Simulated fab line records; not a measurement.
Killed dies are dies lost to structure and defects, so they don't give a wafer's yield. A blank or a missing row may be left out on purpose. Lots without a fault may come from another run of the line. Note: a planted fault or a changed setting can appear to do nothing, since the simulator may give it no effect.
fab line records	flow nand_harc
record lots=6	wafers=18	last_day=32
route steps=1302 shown A_M1@1190 A_BONDPAD@1202 END@1302
lots with no fault: from the same line, run without faults
start_h: start of the lot's first displayed wafer, in hours after the record's first day	wait_h: hours since the lot's step before	" as in the row above	L1.1+2: several wafers, shown together as one row	- no value present, or no start provided	* or withheld: withheld	< > ~ a bound
route shown NAME@n: names a module that has steps shown in the file, with the first one's number in the route	usual: mean/standard deviation of fault-free wafers	same: alike in all rows	chamber/n: place in a boat	sites: readings site by site	_std_site: standard deviation of those values	_edge_site: outer sites' mean less inner sites'	radius_mm: for every site, how far away it sits from the centre of the wafer	mask NAME#n: copy n	behind: tool/chamber where the wafer was last shaped	hold: cause of the lot's hold/its duration in hours/its outcome	device: transistor that didn't switch, given as n, p or np	end of line: the same wafers' tests at the end of the route	step lacking rows: just its recipe	killed: dies lost to structure and defects at the first sort, not the wafer's yield	map: shows each die of a wafer: x if killed, . if not, _ if none is there
set.NAME: the run value of the setting; set.NAME@STEP: its run value at that earlier step	model.NAME: the simulator's own value behind a step, which no gauge read
lots seen at some steps along the route; tables by step, rows by wafer
services: from which hour (start_h, from the record's first day; less than 0 if before it) a tool's chamber was out of use, for how many hours, and why
## steps
# step NHARC_A_M1_PRE_CLEAN_30
# recipe time_s=30	temp_c=280	gas=H2/He
# step NHARC_A_M1_PVD_20
# recipe target_thk_a=50	bias_v=168.6	power_w=15000	chamber_pressure_pa=0.12	time_s=8.06	substrate_temp_c=50	material=TaN
# step NHARC_A_M1_PVD_21
# recipe target_thk_a=300	chamber_pressure_pa=5	power_w=5000	substrate_temp_c=30	time_s=20.49	material=Cu
# step NHARC_A_M1_ECD_22
# recipe target_thk_a=4000	bath_temp_c=25	material=Cu
# step NHARC_A_M1_ANNEAL_31
# recipe temp_c=225	time_s=90
# step NHARC_A_M1_CMP_23
# recipe t_overpolish_s=20	target_thk_nm=154.34
# step NHARC_A_M1_THK_MEAS_24
# recipe thk_meas_gauge=xrf
# usual thk_nm=154.1/1.4
lot.wafer	tool	chamber	start_h	wait_h	thk_nm
L796.2	film_metro-01	-	541.31	-	155.5
L796.5	"	-	"	"	153.4
L796.6	"	-	"	"	156.8
L803.1	film_metro-02	-	605.31	-	152.0
L803.2	"	-	"	"	151.8
L803.4	"	-	"	"	154.7
L804.4	film_metro-02	-	614.96	-	151.6
L804.5	"	-	"	"	155.0
L804.6	"	-	"	"	153.2
L805.1	film_metro-02	-	618.16	-	153.9
L805.4	"	-	"	"	152.3
L805.5	"	-	"	"	153.7
L815.1	film_metro-01	-	715.88	-	155.8
L815.2	"	-	"	"	155.7
L815.3	"	-	"	"	154.6
L816.1	film_metro-02	-	741.57	-	153.0
L816.3	"	-	"	"	152.3
L816.6	"	-	"	"	151.6
# step NHARC_A_M1_SRD_25
# step NHARC_A_M1_INSPECT_27
# usual raw_defect_count=540/110
lot.wafer	tool	chamber	start_h	wait_h	raw_defect_count
L796.2	defect_inspect-02	-	541.47	0.0	422
L796.5	"	-	"	"	501
L796.6	"	-	"	"	577
L803.1	defect_inspect-01	-	605.46	0.0	500
L803.2	"	-	"	"	551
L803.4	"	-	"	"	400
L804.4	defect_inspect-01	-	615.12	0.0	474
L804.5	"	-	"	"	518
L804.6	"	-	"	"	449
L805.1	defect_inspect-01	-	618.32	0.0	485
L805.4	"	-	"	"	588
L805.5	"	-	"	"	541
L815.1	defect_inspect-02	-	716.04	0.0	485
L815.2	"	-	"	"	676
L815.3	"	-	"	"	453
L816.1	defect_inspect-01	-	741.74	0.0	483
L816.3	"	-	"	"	443
L816.6	"	-	"	"	563
# step NHARC_A_M1_PRE_CLEAN_32
# recipe time_s=12	temp_c=370	rf_power_w=300	gas=NH3
# step NHARC_A_M1_DEP_33
# recipe target_thk_a=300	temp_c=370	target_thk_nm=30	pressure_torr=3	flow_sccm=200	rf_w=450	material=SiCN
# usual heater_power_w=623/100
lot.wafer	tool	chamber	start_h	wait_h	heater_power_w
L796.2	pecvd-01	1	541.66	0.1	811
L796.6	"	0	"	"	672
L796.5	"	2	"	"	532
L803.1	pecvd-01	0	605.61	0.1	587
L803.2	"	2	"	"	440
L803.4	"	1	"	"	686
L804.6	pecvd-01	1	615.39	0.2	682
L804.5	"	2	"	"	513
L804.4	"	0	"	"	654
L805.1	pecvd-01	0	618.55	0.1	588
L805.4	"	2	"	"	536
L805.5	"	0	"	"	587
L815.2	pecvd-01	2	716.18	0.1	496
L815.1	"	0	"	"	580
L815.3	"	1	"	"	728
L816.1	pecvd-03	0	741.89	0.1	732
L816.3	"	2	"	"	511
L816.6	"	1	"	"	507
# step NHARC_A_BONDPAD_DEP_00
# recipe target_thk_a=2500	temp_c=370	target_thk_nm=250	pressure_torr=3	flow_sccm=200	rf_w=450	material=SiCN
# usual heater_power_w=608/94
lot.wafer	tool	chamber	start_h	wait_h	heater_power_w
L796.2	pecvd-04	1	542.27	-	605
L796.6	"	2	"	"	737
L796.5	"	0	"	"	470
L803.2	pecvd-04	0	606.16	-	450
L803.1	"	1	"	"	586
L803.4	"	1	"	"	602
L804.4	pecvd-04	2	615.97	-	730
L804.6	"	0	"	"	524
L804.5	"	1	"	"	590
L805.1	pecvd-04	0	619.02	-	503
L805.4	"	1	"	"	497
L805.5	"	2	"	"	770
L815.2	pecvd-03	0	716.74	-	690
L815.3	"	1	"	"	611
L815.1	"	2	"	"	458
L816.3	pecvd-04	1	742.44	-	526
L816.1	"	2	"	"	696
L816.6	"	2	"	"	721
# step NHARC_A_BONDPAD_CMP_29
# recipe target_thk_nm=200	material=SiCN
# step NHARC_A_BONDPAD_THK_MEAS_30
# recipe thk_meas_gauge=ellipsometry
# usual thk_nm=200.0/1.5
lot.wafer	tool	chamber	start_h	wait_h	thk_nm
L796.2	film_metro-02	-	542.84	0.2	200.3
L796.5	"	-	"	"	201.8
L796.6	"	-	"	"	197.8
L803.1	film_metro-02	-	606.82	0.1	198.1
L803.2	"	-	"	"	200.2
L803.4	"	-	"	"	198.2
L804.4	film_metro-01	-	616.50	0.2	201.3
L804.5	"	-	"	"	197.6
L804.6	"	-	"	"	197.7
L805.1	film_metro-02	-	619.68	0.2	198.6
L805.4	"	-	"	"	197.5
L805.5	"	-	"	"	197.4
L815.1	film_metro-01	-	717.39	0.2	200.3
L815.2	"	-	"	"	199.3
L815.3	"	-	"	"	200.0
L816.1	film_metro-02	-	743.10	0.2	201.0
L816.3	"	-	"	"	201.0
L816.6	"	-	"	"	199.4
# step NHARC_A_BONDPAD_SRD_31
# step NHARC_A_BONDPAD_DEHYDRATE_01
# recipe temp_c=150	time_s=120
# step NHARC_A_BONDPAD_HMDS_02
# recipe time_s=30
# step NHARC_A_BONDPAD_COAT_33
# recipe temp_c=200	time_s=65
# step NHARC_A_BONDPAD_COAT_03
# recipe spin_rpm=2000	resist_thk_nm=600
# step NHARC_A_BONDPAD_SOFTBAKE_04
# recipe temp_c=125	time_s=70
# step NHARC_A_BONDPAD_EBR_05
# step NHARC_A_BONDPAD_EXPOSE_06
# recipe na=0.55	dose_mj=36.99	mask_id=A_BPAD
# step NHARC_A_BONDPAD_PEB_07
# recipe peb_temp_c=128	peb_time_s=80
# step NHARC_A_BONDPAD_DEVELOP_08
# recipe time_s=50	dev_temp_c=22
# step NHARC_A_BONDPAD_CD_MEAS_09
# recipe target_cd_nm=500	landing_energy_ev=500
# usual cd_nm=498.9/1.9
lot.wafer	tool	chamber	start_h	wait_h	cd_nm
L796.2	cd_sem-02	0	543.40	-	502.0
L796.5	"	0	"	"	502.1
L796.6	"	0	"	"	497.9
L803.1	cd_sem-03	0	607.26	-	496.1
L803.2	"	0	"	"	497.4
L803.4	"	0	"	"	495.0
L804.4	cd_sem-03	0	616.95	-	499.1
L804.5	"	0	"	"	497.9
L804.6	"	0	"	"	499.0
L805.1	cd_sem-02	0	620.26	-	499.1
L805.4	"	0	"	"	500.9
L805.5	"	0	"	"	503.3
L815.1	cd_sem-03	0	717.84	-	500.6
L815.2	"	0	"	"	498.6
L815.3	"	0	"	"	501.9
L816.1	cd_sem-01	0	743.66	-	501.0
L816.3	"	0	"	"	499.4
L816.6	"	0	"	"	500.3
# step NHARC_A_BONDPAD_OVL_MEAS_35
# usual overlay_x_nm=3/7	overlay_y_nm=1/4.6
lot.wafer	tool	chamber	start_h	wait_h	overlay_x_nm	overlay_y_nm
L796.2	overlay-02	-	543.49	-	3	9
L796.5	"	-	"	"	4	9
L796.6	"	-	"	"	4	9
L803.1	overlay-01	-	607.35	-	-8	-1
L803.2	"	-	"	"	-8	0
L803.4	"	-	"	"	-7	0
L804.4	overlay-01	-	617.03	-	5	4
L804.5	"	-	"	"	5	4
L804.6	"	-	"	"	5	4
L805.1	overlay-02	-	620.35	-	-8	0
L805.4	"	-	"	"	-8	0
L805.5	"	-	"	"	-8	1
L815.1	overlay-02	-	717.92	-	1	1
L815.2	"	-	"	"	2	1
L815.3	"	-	"	"	1	1
L816.1	overlay-02	-	743.75	-	6	-10
L816.3	"	-	"	"	7	-10
L816.6	"	-	"	"	6	-10
# step NHARC_A_BONDPAD_HARDBAKE_10
# recipe temp_c=118	time_s=65
# step NHARC_A_BONDPAD_DESCUM_11
# recipe time_s=3	o2_flow_sccm=200	ar_flow_sccm=0	bias_power_w=0	chemistry=O2
# step NHARC_A_BONDPAD_ETCH_34
# recipe target_depth_a=600	overetch_a=180	time_s=65.91	ion_energy_ev=200	n2_flow_sccm=150	h2_flow_sccm=150	ar_flow_sccm=0	rf_w=400	bias_w=150	chemistry=N2/H2
# usual bias_w=150.0/0.43	chamber_pressure_mTorr=30.00/0.031	drypump_motor_current_A=5.7/0.42	h2_flow_sccm=150.0/0.38	oes_product_au=0.993/0.012	rf_vpp_V=431.9/2.8	showerhead_plenum_p_Torr=2.09/0.099	throttle_valve_pct=14.170/0.0095
lot.wafer	tool	chamber	start_h	wait_h	bias_w	chamber_pressure_mTorr	drypump_motor_current_A	h2_flow_sccm	oes_product_au	rf_hours_counter_h	rf_vpp_V	showerhead_plenum_p_Torr	throttle_valve_pct
L796.2	rie_diel-06	1	543.70	0.1	150.0	29.98	5.8	150.4	1.000	1	429.6	1.99	14.168
L796.6	"	0	"	"	149.7	30.01	5.7	150.1	0.981	-	431.2	2.10	14.180
L796.5	"	1	"	"	149.5	29.98	5.8	150.4	1.009	-	430.0	1.99	14.175
L803.4	rie_diel-06	1	607.56	0.1	150.1	30.02	5.8	149.7	0.983	3	429.6	1.99	14.182
L803.1	"	2	"	"	149.9	30.02	4.8	150.2	0.989	3	436.3	2.20	14.176
L803.2	"	3	"	"	149.9	30.01	6.0	150.5	0.991	3	435.0	2.19	14.165
L804.4	rie_diel-04	1	617.24	0.1	149.9	29.97	6.1	149.4	0.982	25	434.4	2.19	14.155
L804.6	"	1	"	"	150.4	30.00	6.0	149.5	0.990	-	434.0	2.19	14.173
L804.5	"	2	"	"	149.9	30.01	6.3	151.2	0.985	-	434.2	2.19	14.169
L805.4	rie_diel-06	0	620.57	0.1	149.3	29.98	5.8	149.8	0.984	3	432.6	2.10	14.171
L805.1	"	1	"	"	150.4	29.99	5.8	149.7	0.987	4	429.1	1.99	14.174
L805.5	"	2	"	"	149.5	29.98	4.8	150.2	0.999	-	435.1	2.20	14.169
L815.1	rie_diel-06	1	718.15	0.1	150.1	30.00	5.8	150.8	1.003	1	427.6	1.99	14.178
L815.2	"	2	"	"	149.9	30.03	4.8	149.9	1.000	1	433.4	2.19	14.158
L815.3	"	0	"	"	150.1	29.99	5.8	150.7	0.987	1	433.0	2.10	14.192
L816.3	rie_diel-06	3	743.98	0.1	150.7	29.93	6.0	150.1	0.990	2	434.3	2.18	14.167
L816.1	"	1	"	"	149.8	30.01	5.8	150.1	0.993	2	429.8	1.99	14.174
L816.6	"	3	"	"	150.1	29.95	6.0	150.3	0.995	-	434.1	2.19	14.164
# step NHARC_A_BONDPAD_ETCH_12
# recipe target_depth_a=2200	time_s=110	chf3_flow_sccm=50	o2_flow_sccm=10	ar_flow_sccm=200	rf_w=500	bias_w=200	chemistry=CHF3/O2
# step NHARC_A_BONDPAD_CD_MEAS_13
# usual cd_nm=498.6/2.1
lot.wafer	tool	chamber	start_h	wait_h	cd_nm
L796.2	cd_sem-02	-	543.93	-	502.3
L796.5	"	-	"	"	502.9
L796.6	"	-	"	"	496.5
L803.1	cd_sem-02	-	607.78	-	496.0
L803.2	"	-	"	"	497.2
L803.4	"	-	"	"	494.3
L804.4	cd_sem-02	-	617.48	-	498.6
L804.5	"	-	"	"	496.4
L804.6	"	-	"	"	499.6
L805.1	cd_sem-03	-	620.79	-	498.9
L805.4	"	-	"	"	499.6
L805.5	"	-	"	"	502.6
L815.1	cd_sem-03	-	718.41	-	500.9
L815.2	"	-	"	"	497.9
L815.3	"	-	"	"	502.0
L816.1	cd_sem-03	-	744.24	-	500.6
L816.3	"	-	"	"	498.5
L816.6	"	-	"	"	499.4
# step NHARC_A_BONDPAD_STRIP_15
# recipe o2_flow_sccm=500	ar_flow_sccm=0	bias_w=0	chemistry=O2
# step NHARC_A_BONDPAD_ETCH_24
# recipe target_depth_a=300	over_etch_frac=0.3	time_s=72.99	ion_energy_ev=150	cf4_flow_sccm=50	n2_flow_sccm=100	ar_flow_sccm=150	rf_w=300	bias_w=100	chemistry=CF4/N2
# step NHARC_A_BONDPAD_STRIP_16
# recipe time_s=600	temp_c=30	chemistry=post_etch_residue_remover
# step NHARC_A_BONDPAD_DEGAS_25
# recipe temp_c=300	time_s=60
# step NHARC_A_BONDPAD_PRE_CLEAN_26
# recipe time_s=30	temp_c=280	gas=H2/He
# usual heater_power_w=421/42
lot.wafer	tool	chamber	start_h	wait_h	heater_power_w
L796.2	pvd_sputter-01	-	-	-	447
L796.6	"	-	"	"	491
L796.5	"	-	"	"	443
L803.2	pvd_sputter-01	-	-	-	384
L803.4	"	-	"	"	504
L803.1	"	-	"	"	389
L804.4	pvd_sputter-01	-	-	-	372
L804.6	"	-	"	"	395
L804.5	"	-	"	"	376
L805.4	pvd_sputter-02	-	-	-	438
L805.1	"	-	"	"	363
L805.5	"	-	"	"	398
L815.3	pvd_sputter-01	-	-	-	506
L815.1	"	-	"	"	396
L815.2	"	-	"	"	375
L816.3	pvd_sputter-03	-	-	-	454
L816.1	"	-	"	"	401
L816.6	"	-	"	"	459
# step NHARC_A_BONDPAD_PVD_17
# recipe target_thk_a=50	bias_v=168.6	power_w=15000	chamber_pressure_pa=0.12	time_s=8.06	substrate_temp_c=50	material=TaN
# step NHARC_A_BONDPAD_PVD_27
# recipe target_thk_a=300	chamber_pressure_pa=5	power_w=5000	substrate_temp_c=30	time_s=20.49	material=Cu
# usual chamber_pressure_pa=5.000/0.0098	throttle_valve_pct=29.8/0.91
lot.wafer	tool	chamber	start_h	wait_h	chamber_pressure_pa	throttle_valve_pct
L796.2	pvd_sputter-01	-	-	-	4.997	30.2
L796.5	"	-	"	"	4.995	30.4
L796.6	"	-	"	"	4.985	29.2
L803.2	pvd_sputter-01	-	-	-	4.995	30.0
L803.1	"	-	"	"	5.002	30.4
L803.4	"	-	"	"	4.995	29.2
L804.4	pvd_sputter-01	-	-	-	4.995	29.6
L804.6	"	-	"	"	5.012	29.1
L804.5	"	-	"	"	4.991	29.4
L805.1	pvd_sputter-02	-	-	-	4.998	29.0
L805.4	"	-	"	"	5.004	29.0
L805.5	"	-	"	"	5.002	29.0
L815.1	pvd_sputter-01	-	-	-	4.998	29.6
L815.2	"	-	"	"	4.996	29.9
L815.3	"	-	"	"	5.007	29.1
L816.3	pvd_sputter-03	-	-	-	5.015	30.5
L816.1	"	-	"	"	5.032	29.1
L816.6	"	-	"	"	5.014	30.6
# step NHARC_A_BONDPAD_ECD_18
# recipe target_thk_a=4000	bath_temp_c=25	material=Cu
# step NHARC_A_BONDPAD_ANNEAL_28
# recipe temp_c=225	time_s=90
# step NHARC_A_BONDPAD_CMP_19
# recipe t_overpolish_s=30	cu_recess_touch_s=16	target_thk_nm=169.82
# usual motor_current_A=11.9/1.2	overpolish_run_s=29.998/0.0087
lot.wafer	tool	chamber	start_h	wait_h	motor_current_A	overpolish_run_s
L796.2	cmp-04	2	545.67	-	12.7	30.012
L796.6	"	1	"	"	10.6	30.000
L796.5	"	2	"	"	12.8	29.983
L803.4	cmp-01	0	609.49	-	10.9	29.985
L803.1	"	1	"	"	14.6	30.001
L803.2	"	3	"	"	11.6	29.997
L804.4	cmp-01	2	619.27	-	10.6	29.984
L804.5	"	2	"	"	10.6	29.997
L804.6	"	3	"	"	11.6	29.990
L805.1	cmp-02	2	622.52	-	12.6	30.006
L805.4	"	3	"	"	10.5	29.984
L805.5	"	1	"	"	11.8	30.002
L815.2	cmp-02	0	720.16	-	12.5	30.001
L815.3	"	1	"	"	11.6	30.009
L815.1	"	3	"	"	10.6	30.001
L816.3	cmp-04	3	746.00	-	11.5	30.002
L816.1	"	1	"	"	10.2	30.006
L816.6	"	0	"	"	11.9	30.006
# step NHARC_END_SORT_01
# recipe temp_c=25
# usual defect_limited_yield=90.9/2.8	killed_at_array=56/19	killed_at_other=1.0/1.3	killed_at_periphery=3.8/2.2	killed_dies=61/19	killed_open=3.1/1.9	killed_short=2.3/1.5
# same gross_dies=677
lot.wafer	tool	chamber	start_h	wait_h	defect_limited_yield[%]	killed_at_array	killed_at_other	killed_at_periphery	killed_dies	killed_open	killed_short
L796.2	prober-01	0	573.44	2.8	92.3	48	1	3	52	4	1
L796.5	prober-01	0	575.86	3.7	91.0	52	3	6	61	3	5
L796.6	prober-01	0	576.67	4.0	91.9	44	7	4	55	3	1
L803.1	prober-01	0	638.17	2.5	87.1	81	3	3	87	2	3
L803.2	prober-01	0	638.98	2.8	87.0	80	2	6	88	2	3
L803.4	prober-01	0	640.60	3.4	91.3	51	4	4	59	2	2
L805.1	prober-01	0	648.37	2.5	79.0	141	1	0	142	1	3
L805.4	prober-01	0	650.76	3.4	83.0	112	2	1	115	3	1
L805.5	prober-01	0	651.56	3.7	75.8	161	1	2	164	1	1
L804.4	prober-02	0	650.68	3.4	77.5	147	2	3	152	6	0
L804.5	prober-02	0	651.48	3.7	80.8	122	1	7	130	3	1
L804.6	prober-02	0	652.27	4.0	74.6	168	2	2	172	3	3
L815.1	prober-02	0	750.68	2.5	93.4	33	2	10	45	3	3
L815.2	prober-02	0	751.48	2.8	95.0	31	1	2	34	3	2
L815.3	prober-02	0	752.28	3.1	94.8	30	1	4	35	2	2
L816.1	prober-02	0	772.51	2.5	91.1	56	0	4	60	2	6
L816.3	prober-02	0	774.10	3.1	88.3	73	1	5	79	3	4
L816.6	prober-02	0	776.49	4.0	91.4	55	0	3	58	1	1
# killed by level:class
L796.2 A_SLIT:chamber_film_flake=23 A_CHANNEL_HOLE_D2:chamber_film_flake=7 A_STAIRCASE:chamber_film_flake=5 A_ZERO_WELL:chamber_film_flake=3 A_CONTACT:chamber_film_flake=2 A_CONTACT:unspecified=2 P_M1:geometric_particle:open=1 A_M1:geometric_particle:open=1
L796.5 A_SLIT:chamber_film_flake=18 A_CHANNEL_HOLE_D2:chamber_film_flake=13 A_STAIRCASE:chamber_film_flake=6 P_GATE:chamber_film_flake=5 THIN_TSV:chamber_film_flake=3 A_WL_FILL:geometric_particle:short=2 A_ZERO_WELL:chamber_film_flake=2 A_CHANNEL_HOLE_D1:chamber_film_flake=2
L796.6 A_SLIT:chamber_film_flake=21 A_CHANNEL_HOLE_D2:chamber_film_flake=7 A_STAIRCASE:chamber_film_flake=6 THIN_TSV:chamber_film_flake=6 P_GATE:chamber_film_flake=3 A_CONTACT:chamber_film_flake=3 A_ZERO_WELL:chamber_film_flake=2 P_CONTACT:geometric_particle:open=1
L803.1 A_CHANNEL_HOLE_D1:chamber_film_flake=40 A_CHANNEL_HOLE_D2:chamber_film_flake=29 THIN_TSV:chamber_film_flake=3 A_SLIT:chamber_film_flake=2 A_CONTACT:chamber_film_flake=2 A_M1:chamber_film_flake=2 P_GATE:geometric_particle:short=1 A_ONON_D2:geometric_particle:short=1
L803.2 A_CHANNEL_HOLE_D1:chamber_film_flake=33 A_CHANNEL_HOLE_D2:chamber_film_flake=26 A_CONTACT:chamber_film_flake=8 P_BONDPAD:chamber_film_flake=3 P_STI:chamber_film_flake=2 A_STAIRCASE:chamber_film_flake=2 A_CHANNEL_FILL_D1:geometric_particle:short=1 A_CHANNEL_FILL_D1:geometric_particle:open=1
L803.4 A_CHANNEL_HOLE_D1:chamber_film_flake=28 A_CHANNEL_HOLE_D2:chamber_film_flake=13 A_CONTACT:chamber_film_flake=4 THIN_TSV:chamber_film_flake=4 P_M0:geometric_particle:open=2 P_BONDPAD:chamber_film_flake=2 A_STAIRCASE:chamber_film_flake=2 A_STAIRCASE:geometric_particle:short=1
L805.1 A_BONDPAD:unspecified=100 A_SLIT:chamber_film_flake=20 A_CHANNEL_HOLE_D2:chamber_film_flake=6 A_STAIRCASE:chamber_film_flake=4 A_CHANNEL_FILL_D1:geometric_particle:short=2 A_CHANNEL_HOLE_D1:chamber_film_flake=2 A_DECK1_JOINT:chamber_film_flake=2 A_BLC:chamber_film_flake=2
L804.4 A_BONDPAD:unspecified=94 A_SLIT:chamber_film_flake=25 A_CHANNEL_HOLE_D2:chamber_film_flake=10 A_CHANNEL_HOLE_D1:chamber_film_flake=4 A_CONTACT:chamber_film_flake=4 A_BLC:geometric_particle:open=2 A_STAIRCASE:chamber_film_flake=2 THIN_TSV:chamber_film_flake=2
L805.4 A_BONDPAD:unspecified=55 A_SLIT:chamber_film_flake=21 A_CHANNEL_HOLE_D2:chamber_film_flake=10 A_CONTACT:chamber_film_flake=9 A_CHANNEL_HOLE_D1:chamber_film_flake=6 A_STAIRCASE:chamber_film_flake=5 THIN_TSV:chamber_film_flake=2 P_CONTACT:geometric_particle:open=1
L804.5 A_BONDPAD:unspecified=58 A_SLIT:chamber_film_flake=31 A_CHANNEL_HOLE_D2:chamber_film_flake=12 A_SGD_CUT:chamber_film_flake=5 A_STAIRCASE:chamber_film_flake=4 A_CONTACT:chamber_film_flake=4 P_BONDPAD:chamber_film_flake=3 A_CHANNEL_HOLE_D1:chamber_film_flake=3
L805.5 A_BONDPAD:unspecified=100 A_SLIT:chamber_film_flake=27 A_CHANNEL_HOLE_D2:chamber_film_flake=12 A_BLC:chamber_film_flake=8 A_CONTACT:chamber_film_flake=6 A_CHANNEL_HOLE_D1:chamber_film_flake=4 A_STAIRCASE:chamber_film_flake=3 P_GATE:geometric_particle:short=1
L804.6 A_BONDPAD:unspecified=112 A_SLIT:chamber_film_flake=28 A_CHANNEL_HOLE_D2:chamber_film_flake=10 A_CHANNEL_HOLE_D1:chamber_film_flake=5 A_CONTACT:chamber_film_flake=5 P_M0:geometric_particle:open=1 P_M1:geometric_particle:open=1 A_ONON_D1:geometric_particle:short=1
L815.1 A_CHANNEL_HOLE_D1:chamber_film_flake=14 P_GATE:chamber_film_flake=6 A_SLIT:chamber_film_flake=4 A_CONTACT:chamber_film_flake=4 A_M0:chamber_film_flake=3 P_ZERO_WELL:chamber_film_flake=2 THIN_TSV:chamber_film_flake=2 P_GATE:geometric_particle:short=1
L815.2 A_CHANNEL_HOLE_D1:chamber_film_flake=12 A_SLIT:chamber_film_flake=8 A_STAIRCASE:chamber_film_flake=3 A_CONTACT:chamber_film_flake=3 P_CONTACT:geometric_particle:open=1 A_ONON_D2:geometric_particle:open=1 A_ONON_D2:geometric_particle:short=1 A_CHANNEL_FILL_D2:geometric_particle:short=1
L815.3 A_CHANNEL_HOLE_D1:chamber_film_flake=12 A_SLIT:chamber_film_flake=6 P_GATE:chamber_film_flake=2 A_STAIRCASE:chamber_film_flake=2 A_CONTACT:chamber_film_flake=2 A_SOURCE_PLATE:geometric_particle:short=1 A_CHANNEL_FILL_D2:geometric_particle:open=1 A_CONTACT:geometric_particle:short=1
L816.1 A_SLIT:chamber_film_flake=30 A_CHANNEL_HOLE_D1:chamber_film_flake=9 A_CONTACT:chamber_film_flake=5 A_CHANNEL_FILL_D1:geometric_particle:short=3 P_ZERO_WELL:chamber_film_flake=3 A_STAIRCASE:chamber_film_flake=3 A_M0:geometric_particle:open=2 A_ONON_D2:geometric_particle:short=1
L816.3 A_SLIT:chamber_film_flake=34 A_CHANNEL_HOLE_D1:chamber_film_flake=17 A_CONTACT:chamber_film_flake=6 A_CHANNEL_FILL_D1:chamber_film_flake=5 P_GATE:chamber_film_flake=3 A_STAIRCASE:chamber_film_flake=3 A_M0:geometric_particle:open=2 A_DECK1_JOINT:chamber_film_flake=2
L816.6 A_SLIT:chamber_film_flake=27 A_CHANNEL_HOLE_D1:chamber_film_flake=11 A_CONTACT:chamber_film_flake=7 A_ZERO_WELL:chamber_film_flake=3 A_STAIRCASE:chamber_film_flake=2 P_M0:geometric_particle:open=1 A_CHANNEL_FILL_D1:geometric_particle:short=1 P_CONTACT:chamber_film_flake=1
# map L804.6 (x killed, . not)
____________.____________
_________xxxxx.._________
_______.xxxxx.x..._______
______...xxxx......______
_____...xxxx.xx....._____
____.....x.xxx.......____
____....x.xxxxx......____
___.........xxx.......___
___......x............___
__.......x......x......__
__.....................__
_......................._
_.............x........._
_.............x.x......._
_..............xx......._
_...............x......._
..............x.......x..
..............x..........
.........x.....xx........
..........x....x.........
.....................x..x
_...........xx..x......._
_.x.......xxx..x........_
_.........xxxxxx........_
_........xxxxxxxx......._
_........xxxxxxxx......._
__.x.....xxxxxxxxx.....__
__......xxxxxxxxx......__
___...x..xxxxxxxxx....___
___....xxxxxxxxxxxx...___
____.....xxxxxxxxxx..____
____x....xxxxxxxxx...____
_____....xxxxxxxxx.._____
______....xxxxxxx..______
_______...xxxxxx.._______
_________..xxxxx_________
____________x____________
# map L805.5 (x killed, . not)
____________.____________
_________......._________
_______..........._______
______.............______
_____..............._____
____.................____
____.................____
___............x.x....___
___...............x...___
__............x........__
__...xx....x.x....x....__
_.........x.....x......._
_.........xx..xx..x....._
_..xx.x...x.x.xxx...x..._
_xxx.x.......xxx........_
_xxxxxxxxx..xxxx.x.x...._
xxxxxxxx.....x.xx..x.....
xxxxxxxx.x..xxxxxxx......
xxxxxxxx..x.xxxxxx.......
xxxxxxxxx...xxxxxx.......
xxxxxxxxxx...x..x........
_xxxxxxxx.....x........._
_xxxxxxxx..............._
_xxxxxxxx.........x....._
_xxxxxxx...........x...._
_.xxxxxx...x............_
__xxxx.................__
__...........x.........__
___...x...............___
___...................___
____.................____
____.................____
_____..............._____
______.............______
_______..........._______
_________......._________
____________.____________
## services
tool	chamber	start_h	hours	kind
rie_diel-06	0	523.21	4.6	repair
cmp-01	-	524.49	0.8	repair
pvd_sputter-03	-	526.00	10.0	pm
cmp-02	-	526.63	4.0	pm
pvd_sputter-01	-	532.13	9.8	repair
pecvd-04	-	546.50	3.0	repair
pecvd-03	-	547.00	13.0	pm
pvd_sputter-02	-	552.19	0.9	repair
pecvd-04	0	552.80	10.3	repair
cmp-04	-	555.90	2.0	repair
cmp-04	-	563.52	1.5	repair
pvd_sputter-01	-	571.53	0.7	repair
cmp-01	-	577.56	4.0	pm
pvd_sputter-01	-	580.11	1.2	repair
pvd_sputter-01	-	582.03	10.0	pm
rie_diel-06	3	597.05	6.7	repair
pecvd-04	-	631.56	13.0	pm
rie_diel-06	-	661.20	9.0	pm
pecvd-01	-	673.61	13.0	pm
rie_diel-06	1	684.15	13.3	repair
pecvd-01	-	695.59	1.1	repair
rie_diel-06	3	715.84	15.2	repair
pecvd-04	-	733.11	1.1	repair
rie_diel-06	2	740.59	9.6	repair
## key
first_sign step=NHARC_END_SORT_01	reading=killed_at_array	direction=up	sigmas=4.6	usual=56	struck=142
effect step=NHARC_END_SORT_01	reading=killed_dies	direction=up	sigmas=4.5	usual=61	struck=146
more_kills_born_at NHARC_A_BONDPAD_DEP_00@pecvd-04=519
met_at NHARC_A_BONDPAD_DEP_00
struck_wafers L804.4,L804.5,L804.6,L805.1,L805.4,L805.5
onset_between 606.16 615.97
fault kind=chamber_particle_source	tool=pecvd-04	chamber=-	onset_h=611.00	steps=NHARC_A_BONDPAD_DEP_00	rate_per_visit_cm2=2.0677	end_h=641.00
